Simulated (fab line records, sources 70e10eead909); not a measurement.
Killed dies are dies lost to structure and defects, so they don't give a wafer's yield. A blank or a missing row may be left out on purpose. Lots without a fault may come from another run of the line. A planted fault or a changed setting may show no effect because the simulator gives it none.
Which tool did it? | flow nand_harc | 6 lots, 18 wafers sampled, at 3 steps of a route of 1159

WHAT THE GAUGES READ, wafer by wafer
NHARC_P_CONTACT_CD_MEAS_12: target cd 90 nm.
lot  | measured     | on        | cd_nm (nm)
L768 | day 5 21:21  | cd_sem-02 | 92.3 91.7 91.3
L772 | day 6 09:30  | cd_sem-01 | 89.7 90.0 90.4
L775 | day 7 17:15  | cd_sem-03 | 90.2 90.5 90.3
L779 | day 8 17:10  | cd_sem-02 | 95.7 96.6 96.8
L788 | day 10 15:40 | cd_sem-03 | 89.1 89.7 89.4
L791 | day 11 07:32 | cd_sem-01 | 89.6 90.6 89.1

WHICH TOOL RAN EACH LOT (tool, then ch and the chambers of the sampled wafers, then the start)
lot  | NHARC_P_GATE_STRIP_95                | NHARC_P_CONTACT_EXPOSE_09
L768 | plasma_asher-02 ch 0,1, day 5 17:34  | arfi_scanner-03 ch 0, day 5 21:13
L772 | plasma_asher-02 ch 0,1, day 6 05:57  | arfi_scanner-01 ch 0, day 6 09:22
L775 | plasma_asher-02 ch 0,1, day 7 13:44  | arfi_scanner-02 ch 0, day 7 17:07
L779 | plasma_asher-02 ch 0,1, day 8 13:42  | arfi_scanner-03 ch 0, day 8 17:01
L788 | plasma_asher-02 ch 0,1, day 10 12:14 | arfi_scanner-01 ch 0, day 10 15:31
L791 | plasma_asher-01 ch 0,1, day 11 04:06 | arfi_scanner-01 ch 0, day 11 07:23
- NHARC_P_GATE_STRIP_95: strips in O2.
- NHARC_P_CONTACT_EXPOSE_09: exposes mask P CA, target cd 90 nm.

THE ANSWER, worked out from the rows above alone
Rule: what is usual is taken from the lots themselves. Put in order of their means at a reading, lots are off if they are a third of the lots or fewer, leave a main group of 4 or more, and stand apart from it by a gap of 3 or more times the standard deviation of the main group's means; of several such gaps the widest counts. A main group whose means are all the same, to the digits that the tables above print for the reading, isn't used. A lot without any number at a reading at which 4 lots or more have one is off too. The other lots that the step has rows for count as sound.
Off: L779, at NHARC_P_CONTACT_CD_MEAS_12 (cd_nm). The main group: mean 90.3 nm, standard deviation 0.81.
A tool fits if, at a process step before that reading, it ran every lot that is off, and no sound lot after the first of them. The gauges at NHARC_P_CONTACT_CD_MEAS_12 are tried like those tools. Can't be told from this: 2 tools fit, arfi_scanner-03 at NHARC_P_CONTACT_EXPOSE_09, cd_sem-02 at NHARC_P_CONTACT_CD_MEAS_12.

WHAT THE SIMULATOR HAD PUT IN
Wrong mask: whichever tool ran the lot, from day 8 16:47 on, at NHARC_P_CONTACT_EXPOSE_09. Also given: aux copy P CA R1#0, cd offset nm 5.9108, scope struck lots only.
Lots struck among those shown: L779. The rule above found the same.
